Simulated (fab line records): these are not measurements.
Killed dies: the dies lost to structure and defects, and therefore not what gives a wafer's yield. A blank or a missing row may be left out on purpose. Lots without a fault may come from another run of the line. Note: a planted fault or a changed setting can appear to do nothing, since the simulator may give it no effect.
fab line records + flow n5-finfet
record
- lots=11
- wafers=30
- last-day=18
route steps=1938 shown BEOL_M1@835 BEOL_M2@845 BEOL_M4@1111 PASSIVATION@1936
lots with no fault: from the same line, run without faults
start-h: the number of hours between the record's first day and the start of the first shown wafer of the lot + wait-h: hours elapsed since this lot's preceding step + " repeats the value in the row above + L1.1+2: a row that stands for several wafers + - no value present, or no start provided + * or withheld: withheld + < > ~ a bound
route shown NAME@n: a module of which the file shows steps, and the number in the route of the first + usual: mean/standard deviation taken from wafers without a fault + same: alike in all rows + chamber/n: place in a boat + sites: per-site readings + _std_site: the standard deviation of these + _edge_site: inner sites' mean taken away from outer sites' mean + radius-mm: how far each site lies from the wafer's centre + mask NAME#n: copy n + behind: the most recent tool/chamber to have shaped the wafer + hold: what put the lot on hold/how long, in hours/how the hold closed + device: whichever transistor did not switch (one of n, p or np) + end of line: at the end of the route, the tests of the same wafers + a step with no rows: only its recipe + killed: the dies lost at the first sort to structure and to defects; this is not the yield of the wafer + map: per-die view of a wafer (x killed, . not killed, _ where there is no die)
set.NAME: setting as actually run; set.NAME@STEP: the setting as run at that earlier step + model.NAME: the simulator's own value behind a step, which no gauge read
a sample of lots followed through the steps of the route, with each step as a table and each wafer as a row
services: when a tool's chamber went out of use (start-h, in hours from the record's first day, below 0 if earlier), for how many hours, and the reason
## steps
# step N5_BEOL_M1_PRE_CLEAN_60
# recipe
- gas=NH3/H2
- time-s=15
- temp-c=*
- rf-power-w=300
# usual
- heater-power-w=98/27
| lot.wafer | tool      | chamber | start-h | wait-h | heater-power-w |
|-----------|-----------|---------|---------|--------|----------------|
| L827.1    | cvd-co-02 | 2       | 130.00  | 0.0    | 71             |
| L827.2    | "         | 1       | "       | "      | 79             |
| L827.5    | "         | 2       | "       | "      | 70             |
| L829.1    | cvd-co-01 | 1       | 137.00  | 0.0    | 61             |
| L829.2    | "         | 0       | "       | "      | 93             |
| L829.3    | "         | 2       | "       | "      | 141            |
| L831.1    | cvd-co-02 | 2       | 154.76  | 0.0    | 73             |
| L831.3    | "         | 1       | "       | "      | 83             |
| L831.4    | "         | 1       | "       | "      | 83             |
| L832.2    | cvd-co-01 | 0       | 157.76  | 0.0    | 92             |
| L832.3    | "         | 1       | "       | "      | 60             |
| L832.4    | "         | 2       | "       | "      | 144            |
| L833.2    | cvd-co-01 | 1       | 168.98  | 0.0    | 61             |
| L833.3    | "         | 2       | "       | "      | 143            |
| L833.4    | "         | 2       | "       | "      | 145            |
| L840.3    | cvd-co-02 | 0       | 211.95  | 0.3    | 111            |
| L840.4    | "         | 1       | "       | "      | 83             |
| L840.5    | "         | 2       | "       | "      | 71             |
| L842.2    | cvd-co-02 | 2       | 219.52  | 0.0    | 71             |
| L842.5    | "         | 0       | "       | "      | 113            |
| L842.6    | "         | 1       | "       | "      | 80             |
| L844.3    | cvd-co-02 | 2       | 244.78  | 0.0    | 72             |
| L844.6    | "         | 1       | "       | "      | 78             |
| L848.4    | cvd-co-01 | 0       | 259.02  | 0.1    | 94             |
| L848.5    | "         | 2       | "       | "      | 144            |
| L849.1    | cvd-co-01 | 1       | 288.50  | 0.0    | 62             |
| L849.3    | "         | 0       | "       | "      | 93             |
| L850.2    | cvd-co-02 | 0       | 291.83  | 0.0    | 111            |
| L850.4    | "         | 0       | "       | "      | 111            |
| L850.5    | "         | 1       | "       | "      | 82             |
# step N5_BEOL_M2_COAT_61
# recipe
- resist=SOC
- temp-c=250
- time-s=60
- spin-rpm=1500
- resist-thk-nm=60
# usual
- heater-power-total-W=500.2/1.8
- plate-temp-C=250.03/0.17
| lot.wafer | tool           | chamber | start-h | wait-h | heater-power-total-W | plate-temp-C |
|-----------|----------------|---------|---------|--------|----------------------|--------------|
| L827.1    | litho-track-02 | 0       | 130.91  | 0.1    | 501.8                | 250.20       |
| L827.2    | "              | 0       | "       | "      | 503.2                | 250.17       |
| L827.5    | "              | 0       | "       | "      | 499.2                | 250.04       |
| L829.1    | litho-track-03 | 0       | 137.98  | 0.1    | 498.5                | 249.98       |
| L829.2    | "              | 0       | "       | "      | 498.4                | 250.01       |
| L829.3    | "              | 0       | "       | "      | 503.2                | 249.90       |
| L831.1    | litho-track-03 | 0       | 157.61  | 0.1    | 499.2                | 250.16       |
| L831.3    | "              | 0       | "       | "      | 498.2                | 250.00       |
| L831.4    | "              | 0       | "       | "      | 499.2                | 250.30       |
| L832.2    | litho-track-01 | 0       | 158.52  | 0.1    | 499.8                | 250.07       |
| L832.3    | "              | 0       | "       | "      | 501.3                | 250.16       |
| L832.4    | "              | 0       | "       | "      | 502.5                | 249.93       |
| L833.2    | litho-track-03 | 0       | 169.55  | 0.1    | 503.2                | 250.01       |
| L833.3    | "              | 0       | "       | "      | 501.4                | 249.99       |
| L833.4    | "              | 0       | "       | "      | 498.2                | 249.94       |
| L840.3    | litho-track-03 | 0       | 212.96  | 0.1    | 510.2                | 254.59       |
| L840.4    | "              | 0       | "       | "      | 510.1                | 254.95       |
| L840.5    | "              | 0       | "       | "      | 514.5                | 254.98       |
| L842.2    | litho-track-03 | 0       | 221.31  | 0.1    | 514.2                | 255.03       |
| L842.5    | "              | 0       | "       | "      | 510.7                | 255.01       |
| L842.6    | "              | 0       | "       | "      | 513.6                | 254.73       |
| L844.3    | litho-track-02 | 0       | 245.96  | 0.1    | 501.1                | 250.22       |
| L844.6    | "              | 0       | "       | "      | 502.4                | 250.30       |
| L848.4    | litho-track-02 | 0       | 260.02  | 0.1    | 498.1                | 249.79       |
| L848.5    | "              | 0       | "       | "      | 499.5                | 249.94       |
| L849.1    | litho-track-02 | 0       | 289.09  | 0.1    | 498.4                | 249.94       |
| L849.3    | "              | 0       | "       | "      | 501.4                | 250.20       |
| L850.2    | litho-track-03 | 0       | 293.25  | 0.1    | 500.9                | 249.85       |
| L850.4    | "              | 0       | "       | "      | 502.6                | 250.03       |
| L850.5    | "              | 0       | "       | "      | 502.0                | 250.19       |
# step N5_BEOL_M2_CD_MEAS_11
# recipe
- target-cd-nm=16.79
- landing-energy-ev=500
- detector=se-inlens
- polarity=opening
# usual
- cd-nm=16.81/0.25
| lot.wafer | tool      | chamber | start-h | wait-h | cd-nm |
|-----------|-----------|---------|---------|--------|-------|
| L827.1    | cd-sem-01 | 0       | 131.18  | -      | 16.91 |
| L827.2    | "         | 0       | "       | "      | 16.52 |
| L827.5    | "         | 0       | "       | "      | 17.11 |
| L829.1    | cd-sem-01 | 0       | 138.37  | -      | 16.70 |
| L829.2    | "         | 0       | "       | "      | 16.78 |
| L829.3    | "         | 0       | "       | "      | 16.98 |
| L831.1    | cd-sem-01 | 0       | 157.88  | -      | 16.62 |
| L831.3    | "         | 0       | "       | "      | 16.65 |
| L831.4    | "         | 0       | "       | "      | 16.50 |
| L832.2    | cd-sem-01 | 0       | 158.79  | -      | 17.02 |
| L832.3    | "         | 0       | "       | "      | 16.66 |
| L832.4    | "         | 0       | "       | "      | 16.81 |
| L833.2    | cd-sem-02 | 0       | 170.00  | -      | 16.91 |
| L833.3    | "         | 0       | "       | "      | 17.18 |
| L833.4    | "         | 0       | "       | "      | 16.81 |
| L840.3    | cd-sem-01 | 0       | 213.35  | -      | 16.47 |
| L840.4    | "         | 0       | "       | "      | 16.99 |
| L840.5    | "         | 0       | "       | "      | 16.22 |
| L842.2    | cd-sem-02 | 0       | 221.70  | -      | 17.54 |
| L842.5    | "         | 0       | "       | "      | 16.85 |
| L842.6    | "         | 0       | "       | "      | 17.48 |
| L844.3    | cd-sem-03 | 0       | 246.36  | -      | 16.44 |
| L844.6    | "         | 0       | "       | "      | 16.78 |
| L848.4    | cd-sem-03 | 0       | 260.42  | -      | 17.38 |
| L848.5    | "         | 0       | "       | "      | 16.78 |
| L849.1    | cd-sem-01 | 0       | 289.36  | -      | 16.84 |
| L849.3    | "         | 0       | "       | "      | 16.90 |
| L850.2    | cd-sem-03 | 0       | 293.64  | -      | 17.01 |
| L850.4    | "         | 0       | "       | "      | 16.76 |
| L850.5    | "         | 0       | "       | "      | 16.90 |
# step N5_BEOL_M2_OVL_MEAS_12
# recipe
- points-per-wafer=522
# usual
- M2_OVL=0.6/0.62
| lot.wafer | tool       | chamber | start-h | wait-h | M2_OVL[nm] |
|-----------|------------|---------|---------|--------|------------|
| L827.1    | overlay-02 | 0       | 131.21  | 0.0    | 1.3        |
| L827.2    | "          | 0       | "       | "      | 1.1        |
| L827.5    | "          | 0       | "       | "      | 1.3        |
| L829.1    | overlay-01 | 0       | 138.40  | 0.0    | 0.1        |
| L829.2    | "          | 0       | "       | "      | -0.1       |
| L829.3    | "          | 0       | "       | "      | 0.4        |
| L831.1    | overlay-02 | 0       | 157.91  | 0.0    | 1.4        |
| L831.3    | "          | 0       | "       | "      | 0.8        |
| L831.4    | "          | 0       | "       | "      | -0.2       |
| L832.2    | overlay-01 | 0       | 158.82  | 0.0    | 0.0        |
| L832.3    | "          | 0       | "       | "      | 0.9        |
| L832.4    | "          | 0       | "       | "      | 0.2        |
| L833.2    | overlay-01 | 0       | 170.04  | 0.0    | -0.3       |
| L833.3    | "          | 0       | "       | "      | -0.3       |
| L833.4    | "          | 0       | "       | "      | -0.6       |
| L840.3    | overlay-02 | 0       | 213.39  | 0.0    | 0.4        |
| L840.4    | "          | 0       | "       | "      | 2.2        |
| L840.5    | "          | 0       | "       | "      | 0.4        |
| L842.2    | overlay-02 | 0       | 221.74  | 0.0    | 0.8        |
| L842.5    | "          | 0       | "       | "      | 0.7        |
| L842.6    | "          | 0       | "       | "      | 1.5        |
| L844.3    | overlay-01 | 0       | 246.40  | 0.0    | 1.5        |
| L844.6    | "          | 0       | "       | "      | 1.2        |
| L848.4    | overlay-01 | 0       | 260.46  | 0.0    | 1.7        |
| L848.5    | "          | 0       | "       | "      | -0.3       |
| L849.1    | overlay-01 | 0       | 289.39  | 0.0    | 1.7        |
| L849.3    | "          | 0       | "       | "      | 1.9        |
| L850.2    | overlay-02 | 0       | 293.68  | 0.0    | 0.9        |
| L850.4    | "          | 0       | "       | "      | 1.2        |
| L850.5    | "          | 0       | "       | "      | 0.9        |
# step N5_BEOL_M4_RC_MEAS_101
# usual
- DIBL_N=36.2/2.2
- DIBL_P=36.5/3
- IOFF_N=0.16/0.039
- IOFF_P=0.22/0.047
- ION_N=675/15
- ION_P=463/10
- SS_N=71.6/0.71
- SS_P=73.4/0.94
- VT_N=250/3.6
- VT_P=-250/3.9
| lot.wafer | tool      | chamber | start-h | wait-h | DIBL_N[mV/V] | DIBL_P[mV/V] | IOFF_N[nA/um] | IOFF_P[nA/um] | ION_N[uA/um] | ION_P[uA/um] | SS_N[mV/dec] | SS_P[mV/dec] | VT_N[mV] | VT_P[mV] |
|-----------|-----------|---------|---------|--------|--------------|--------------|---------------|---------------|--------------|--------------|--------------|--------------|----------|----------|
| L827.1    | prober-01 | 0       | 161.40  | 0.0    | 32.5         | 32.4         | 0.11          | 0.16          | 650          | 452          | 70.7         | 72.4         | 252      | -253     |
| L827.2    | "         | 0       | "       | "      | 36.8         | 37.7         | 0.20          | 0.25          | 690          | 468          | 71.8         | 74.1         | 241      | -249     |
| L827.5    | "         | 0       | "       | "      | 35.2         | 36.3         | 0.17          | 0.22          | 677          | 463          | 71.6         | 72.6         | 247      | -248     |
| L829.1    | prober-02 | 0       | 169.20  | 0.0    | 35.0         | 34.9         | 0.13          | 0.22          | 644          | 451          | 71.5         | 73.5         | 255      | -250     |
| L829.2    | "         | 0       | "       | "      | 34.3         | 32.9         | 0.11          | 0.16          | 654          | 455          | 70.7         | 72.8         | 255      | -253     |
| L829.3    | "         | 0       | "       | "      | 33.8         | 33.2         | 0.13          | 0.18          | 670          | 464          | 70.5         | 73.0         | 250      | -250     |
| L832.2    | prober-01 | 0       | 189.36  | 0.2    | 38.5         | 39.0         | 0.20          | 0.28          | 687          | 476          | 72.4         | 73.7         | 247      | -245     |
| L832.3    | "         | 0       | "       | "      | 35.3         | 35.3         | 0.14          | 0.23          | 662          | 462          | 70.6         | 73.4         | 249      | -245     |
| L832.4    | "         | 0       | "       | "      | 37.7         | 37.4         | 0.18          | 0.25          | 690          | 473          | 71.3         | 72.9         | 246      | -245     |
| L831.1    | prober-02 | 0       | 194.60  | 0.0    | 35.1         | 35.7         | 0.14          | 0.18          | 664          | 451          | 71.3         | 73.3         | 253      | -254     |
| L831.3    | "         | 0       | "       | "      | 35.4         | 37.1         | 0.15          | 0.21          | 678          | 468          | 71.5         | 73.0         | 250      | -250     |
| L831.4    | "         | 0       | "       | "      | 32.2         | 32.7         | 0.10          | 0.16          | 650          | 450          | 70.5         | 72.2         | 257      | -253     |
| L833.2    | prober-02 | 0       | 200.96  | 0.2    | 35.2         | 36.0         | 0.16          | 0.22          | 676          | 464          | 71.9         | 74.0         | 249      | -249     |
| L833.3    | "         | 0       | "       | "      | 34.7         | 34.5         | 0.15          | 0.19          | 674          | 457          | 71.3         | 73.0         | 250      | -249     |
| L833.4    | "         | 0       | "       | "      | 38.8         | 40.0         | 0.24          | 0.31          | 690          | 474          | 73.3         | 75.5         | 243      | -246     |
| L840.3    | prober-02 | 0       | 256.66  | 0.3    | 35.9         | 35.5         | 0.14          | 0.19          | 686          | 468          | 71.3         | 72.7         | 249      | -251     |
| L840.4    | "         | 0       | "       | "      | 41.9         | 41.5         | 0.26          | 0.29          | 690          | 470          | 73.5         | 74.6         | 243      | -248     |
| L840.5    | "         | 0       | "       | "      | 36.9         | 35.8         | 0.15          | 0.19          | 685          | 461          | 71.1         | 73.0         | 253      | -253     |
| L842.2    | prober-01 | 0       | 274.26  | 0.2    | 34.4         | 33.3         | 0.11          | 0.17          | 665          | 459          | 70.5         | 73.3         | 254      | -253     |
| L842.5    | "         | 0       | "       | "      | 39.0         | 38.4         | 0.19          | 0.25          | 692          | 470          | 71.7         | 74.8         | 248      | -249     |
| L842.6    | "         | 0       | "       | "      | 35.0         | 32.6         | 0.12          | 0.15          | 679          | 459          | 71.1         | 72.2         | 251      | -252     |
| L844.3    | prober-02 | 0       | 280.46  | 0.3    | 36.8         | 36.2         | 0.18          | 0.21          | 690          | 460          | 72.1         | 73.8         | 246      | -250     |
| L844.6    | "         | 0       | "       | "      | 38.3         | 38.6         | 0.21          | 0.24          | 686          | 462          | 71.9         | 74.4         | 244      | -248     |
| L848.4    | prober-01 | 0       | 289.51  | 0.5    | 37.0         | 38.9         | 0.16          | 0.22          | 673          | 455          | 71.2         | 73.2         | 251      | -252     |
| L848.5    | "         | 0       | "       | "      | 37.9         | 40.3         | 0.17          | 0.23          | 672          | 460          | 72.0         | 73.9         | 251      | -250     |
| L849.1    | prober-02 | 0       | 317.23  | 0.0    | 42.3         | 42.9         | 0.26          | 0.34          | 684          | 467          | 72.5         | 76.7         | 247      | -246     |
| L849.3    | "         | 0       | "       | "      | 34.6         | 33.3         | 0.12          | 0.16          | 661          | 457          | 70.7         | 73.3         | 254      | -255     |
| L850.2    | prober-01 | 0       | 321.09  | 0.2    | 34.2         | 36.4         | 0.15          | 0.21          | 678          | 460          | 71.5         | 74.1         | 248      | -249     |
| L850.4    | "         | 0       | "       | "      | 36.0         | 37.1         | 0.18          | 0.22          | 682          | 462          | 71.9         | 73.2         | 246      | -250     |
| L850.5    | "         | 0       | "       | "      | 32.6         | 33.2         | 0.12          | 0.17          | 665          | 457          | 71.3         | 72.6         | 251      | -254     |
# step N5_PASSIVATION_PROBE_49
# usual
- defect-limited-yield=91.5/1.5
- killed_at_M0_to_M3=32/10
- killed_at_M4_up=13/4.9
- killed-at-contacts=13/6.1
- killed-at-front-end=38/11
- killed-at-other=3/3.2
- killed-dies=101/18
- killed-open=66/13
- killed-short=32/8.3
- sort_bin_5_function=5.0/1
- sort_bin_6_memory=3.2/0.74
- sort_bin_8_speed=0.1/1.1
- sort-n-pass=1078/22
- sort-yield-pct=91.3/1.9
# same
- gross-dies=1180
- killed-at-back-side=0
- sort_bin_4_leakage[%]=0
| lot.wafer | tool      | chamber | start-h | wait-h | defect-limited-yield[%] | killed_at_M0_to_M3 | killed_at_M4_up | killed-at-contacts | killed-at-front-end | killed-at-other | killed-dies | killed-open | killed-short | sort_bin_5_function[%] | sort_bin_6_memory[%] | sort_bin_8_speed[%] | sort-n-pass | sort-yield-pct[%] |
|-----------|-----------|---------|---------|--------|-------------------------|--------------------|-----------------|--------------------|---------------------|-----------------|-------------|-------------|--------------|------------------------|----------------------|---------------------|-------------|-------------------|
| L832.2    | prober-02 | -       | 299.39  | 0.1    | 91.2                    | 27                 | 18              | 15                 | 36                  | 8               | 104         | 65          | 36           | 5.5                    | 2.9                  | 0                   | 1076        | 91.2              |
| L832.3    | prober-02 | -       | 299.44  | 0.1    | 87.5                    | 29                 | 14              | 36                 | 60                  | 8               | 147         | 81          | 58           | 6.2                    | 5.5                  | 0                   | 1033        | 87.5              |
| L832.4    | prober-02 | -       | 299.49  | 0.2    | 91.4                    | 24                 | 18              | 13                 | 41                  | 6               | 102         | 74          | 22           | 4.7                    | 3.7                  | 0                   | 1078        | 91.4              |
| L840.3    | prober-02 | -       | 361.25  | 0.1    | 91.3                    | 31                 | 13              | 24                 | 30                  | 5               | 103         | 76          | 26           | 5.3                    | 2.7                  | 0                   | 1077        | 91.3              |
| L840.4    | prober-02 | -       | 361.30  | 0.2    | 90.6                    | 53                 | 16              | 15                 | 24                  | 3               | 111         | 72          | 38           | 5.0                    | 4.2                  | 0                   | 1069        | 90.6              |
| L840.5    | prober-02 | -       | 361.35  | 0.2    | 91.4                    | 45                 | 15              | 14                 | 24                  | 3               | 101         | 69          | 29           | 5.1                    | 3.4                  | 0                   | 1079        | 91.4              |
# killed by level:class
L832.2 MOL_CONTACT_COAG:geometric-particle:open=12 BEOL_M0_SAQP:geometric-particle:open=11 FIN_SAQP:geometric-particle:short=10 BEOL_M0_SAQP:geometric-particle:short=8 BEOL_M4:geometric-particle:open=8 FIN_SAQP:geometric-particle:open=7 STI_FIN_REVEAL:geometric-particle:open=7 BEOL_M5:geometric-particle:open=5
L832.3 MOL_CONTACT_COAG:geometric-particle:open=27 FIN_SAQP:geometric-particle:short=16 FIN_SAQP:geometric-particle:open=14 MOL_CONTACT_COAG:geometric-particle:short=7 BEOL_M0_SAQP:geometric-particle:short=7 BEOL_M0_SAQP:geometric-particle:open=7 DUMMY_GATE:geometric-particle:open=5 BEOL_M1:geometric-particle:open=5
L832.4 MOL_CONTACT_COAG:geometric-particle:open=12 FIN_SAQP:geometric-particle:open=10 FIN_SAQP:geometric-particle:short=8 DUMMY_GATE:geometric-particle:open=7 BEOL_M2:geometric-particle:open=7 STI_FIN_REVEAL:geometric-particle:open=6 BEOL_M1:geometric-particle:open=4 BEOL_M4:geometric-particle:open=4
L840.3 MOL_CONTACT_COAG:geometric-particle:open=18 STI_FIN_REVEAL:geometric-particle:open=14 BEOL_M0_SAQP:geometric-particle:open=8 BEOL_M4:geometric-particle:open=8 BEOL_M0_SAQP:geometric-particle:short=7 MOL_CONTACT_COAG:geometric-particle:short=6 FIN_SAQP:geometric-particle:open=5 BEOL_M0:geometric-particle:open=4
L840.4 BEOL_M0_SAQP:geometric-particle:open=21 BEOL_M0_SAQP:geometric-particle:short=17 MOL_CONTACT_COAG:geometric-particle:open=12 BEOL_M5:geometric-particle:open=7 BEOL_M1:geometric-particle:open=5 STARTING-WAFER:geometric-particle:short=5 BEOL_M4:geometric-particle:open=4 STARTING-WAFER:geometric-particle:open=4
L840.5 MOL_CONTACT_COAG:geometric-particle:open=13 BEOL_M0_SAQP:geometric-particle:open=13 STI_FIN_REVEAL:geometric-particle:open=9 BEOL_M0_SAQP:geometric-particle:short=7 BEOL_M0:geometric-particle:open=6 BEOL_M2:geometric-particle:open=5 FIN_SAQP:geometric-particle:short=4 BEOL_M2:geometric-particle:short=4
## services
| tool      | chamber | start-h | hours | kind           |
|-----------|---------|---------|-------|----------------|
| cvd-co-01 | 1       | 114.67  | -     | clean          |
| cvd-co-01 | 1       | 114.67  | 22.0  | scheduled-down |
| cvd-co-01 | 1       | 114.67  | 22.0  | vent-cycle     |
| cvd-co-01 | -       | 171.25  | 14.6  | pm             |
| cvd-co-02 | -       | 185.90  | 14.6  | pm             |
| cvd-co-01 | 1       | 194.93  | 65.5  | repair         |
| cvd-co-01 | -       | 211.02  | 2.8   | pm             |
## key
first-sign
- step=N5_BEOL_M2_COAT_61
- reading=plate-temp-C
- direction=up
- sigmas=28
- usual=*
- struck=*
effect
- step=N5_BEOL_M2_COAT_61
- reading=heater-power-total-W
- direction=up
- sigmas=6.6
- usual=*
- struck=*
met-at N5_BEOL_M2_COAT_61
struck-lots L840,L842
baseline-loss
- step=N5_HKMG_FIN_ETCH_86
- wafers=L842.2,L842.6
not-acting-at N5_BEOL_M1_PRE_CLEAN_60,N5_BEOL_M2_CD_MEAS_11,N5_BEOL_M2_OVL_MEAS_12
onset-between 169.55 212.96
fault
- kind=process-parameter-drift
- tool=litho-track-03
- chamber=-
- onset-h=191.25
- steps=N5_BEOL_M2_COAT_61
- channel=temp-c
- offset=*
- shape=step
- end-h=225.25
- acts-in=*
- stated=*
# baseline-loss: these wafers lose ten dies or more at that step, a loss of the line's own and not of a fault; the sort's usual values leave them out
